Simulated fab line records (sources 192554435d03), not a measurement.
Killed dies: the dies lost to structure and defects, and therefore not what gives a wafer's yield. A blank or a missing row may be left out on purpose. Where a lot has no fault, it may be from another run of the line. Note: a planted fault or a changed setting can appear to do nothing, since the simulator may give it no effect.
Chamber matching ; flow n5 finfet ; rie diel-05 running N5_HKMG_FIN_STRIP_92: 4 sister chambers
The step strips SOC in N2/H2, time 20 s. 14 wafers are shown with their chamber, then 7 later ones without.

## WAFERS PAIRED WITH THEIR CHAMBERS
wafer;chamber;showerhead plenum p Torr (Torr);throttle valve pct (%);rf vpp V (V)
L077.1;1;3.43;19.27;54.4
L077.2;0;3.29;18.70;52.8
L077.5;0;3.29;18.71;53.6
L084.2;2;3.27;19.14;53.7
L084.4;0;3.29;18.72;53.7
L084.5;2;3.27;19.16;52.9
L085.1;0;3.28;18.72;53.4
L085.3;1;3.42;18.84;53.7
L085.5;3;3.57;18.35;54.5
L086.2;3;3.57;18.35;54.3
L086.3;2;3.27;19.16;54.4
L086.6;2;3.27;19.16;53.6
L088.1;0;3.28;18.74;55.2
L088.4;3;3.56;18.36;55.8

SIGNATURES, as means of the wafers listed above
reading;chamber 0;chamber 1;chamber 2;chamber 3;scatter within a chamber
showerhead plenum p Torr;3.2860;3.4250;3.2700;3.5667;0.00486
throttle valve pct;18.7180;19.0550;19.1550;18.3533;0.0968
rf vpp V;53.740;54.050;53.650;54.867;0.765
Rule: distance of a wafer from a chamber = root of the sum over the readings of ((wafer's reading minus chamber's mean) / reading's scatter) squared. If the next closest chamber is less than 2 further off than the closest, the wafer can't be placed; otherwise it belongs to the closest. How the scatter is found: for the shown wafers, subtract from each reading the mean of its chamber, square and add these, divide the total by (wafers less chambers), then take the root.

## WAFERS WITHOUT THEIR CHAMBER
wafer;showerhead plenum p Torr (Torr);throttle valve pct (%);rf vpp V (V)
L088.6;3.42;18.87;56.3
L096.1;3.27;18.76;53.6
L096.4;3.41;18.89;56.1
L096.5;3.55;18.38;54.6
L097.1;3.41;18.91;53.7
L097.3;3.55;18.38;55.2
L097.5;3.25;19.23;54.9

## THE CHAMBER EACH PASSED THROUGH
wafer;from the rows above;in truth
L088.6;1;1
L096.1;can't be placed: 0 or 2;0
L096.4;1;1
L096.5;3;3
L097.1;1;1
L097.3;3;3
L097.5;2;2
6 of 7 placed correctly. Unplaceable from these rows: 1, with the true chamber sitting among the candidates in 1. 0 placed wrongly.
